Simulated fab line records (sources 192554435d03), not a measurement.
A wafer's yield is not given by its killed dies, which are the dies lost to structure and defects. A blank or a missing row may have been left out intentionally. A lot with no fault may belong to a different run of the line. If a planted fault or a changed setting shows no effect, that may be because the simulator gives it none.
A single fault, viewed from 3 desks	flow n5-finfet	only its own numbers are on each desk; what lay behind them is given at the end

## METROLOGY DESK
Lot by lot, what the gauges showed, no matter which tool ran the lot: averages of those sampled wafers that carry a number. Any lot whose mean is over 4 standard deviations away from the usual mean is out of limits and marked OUT; that distance is given in the brackets.
Columns: A = cd-nm at N5_BEOL_M6_CD_MEAS_28, usual 40.05 nm; B = V5_OVL at N5_BEOL_M6_OVL_MEAS_29, usual 0.3 nm
lot	first seen here	A	B
L145	day 9 03:17	39.77	0.7
L149	day 10 04:25	39.86	-0.0
L159	day 12 16:06	39.73	1.2
L166	day 14 02:23	40.06	0.2
L165	day 14 04:32	40.17	0.7
L168	day 14 22:40	40.11	0.4
This desk found nothing out of limits on any of the 6 lots.

## DESK OF THE TOOL OWNER: rie-diel-03
The tool's own readings at N5_BEOL_M6_ETCH_66 (etches SOC in N2/H2, target depth 80 nm, overetch 16 nm, time 120 s): means of the sampled wafers that have a number, for each lot that ran on this tool. Any lot whose mean is over 4 standard deviations away from the usual mean is out of limits and marked OUT; that distance is given in the brackets. Of its 8 readings 7 are shown: those that lie furthest out on some lot.
Columns: A = bias-w at N5_BEOL_M6_ETCH_66, usual 150.0 W; B = drypump-motor-current-A at N5_BEOL_M6_ETCH_66, usual 5.8 A; C = n2-flow-sccm at N5_BEOL_M6_ETCH_66, usual 200.0 sccm; D = oes-product-au at N5_BEOL_M6_ETCH_66, usual 0.64 a.u.; E = showerhead-plenum-p-Torr at N5_BEOL_M6_ETCH_66, usual 2.56 Torr; F = temp-c at N5_BEOL_M6_ETCH_66, usual 39.99 C; G = throttle-valve-pct at N5_BEOL_M6_ETCH_66, usual 17.67 %
lot	first seen here	A	B	C	D	E	F	G
L145	day 9 03:29	149.9	5.7	199.9	0.68	2.55	39.90	17.67
L149	day 10 04:55	150.0	6.0	199.7	0.66	2.55	40.00	17.75
L159	day 12 16:18	149.6	5.6	200.3	0.65	2.50	39.90	17.70
L166	day 14 02:59	150.1	5.3	200.6	0.65	2.51	40.15	17.66
L165	day 14 04:50	150.3	6.0	199.8	0.63	2.54	39.92	17.81
This desk found nothing out of limits on any of the 5 lots.

## THE DEFECT DESK
Lot by lot, what the route's inspections counted, given as the mean of those sampled wafers with a number. Any lot whose mean is over 4 standard deviations away from the usual mean is out of limits and marked OUT; that distance is given in the brackets.
Columns: A = raw-defect-count at N5_BEOL_M6_INSPECT_30, usual 419
lot	first seen here	A
L145	day 9 03:23	508
L149	day 10 04:30	493
L159	day 12 16:11	324
L166	day 14 02:28	360
L165	day 14 04:37	307
L168	day 14 22:46	412
This desk found nothing out of limits on any of the 6 lots.

## BROUGHT TOGETHER
Metrology desk: nothing out of limits seen.
The desk of the tool owner found nothing out of limits.
No out-of-limits result turned up at the defect desk.

## WHAT WAS PUT IN BY THE SIMULATOR
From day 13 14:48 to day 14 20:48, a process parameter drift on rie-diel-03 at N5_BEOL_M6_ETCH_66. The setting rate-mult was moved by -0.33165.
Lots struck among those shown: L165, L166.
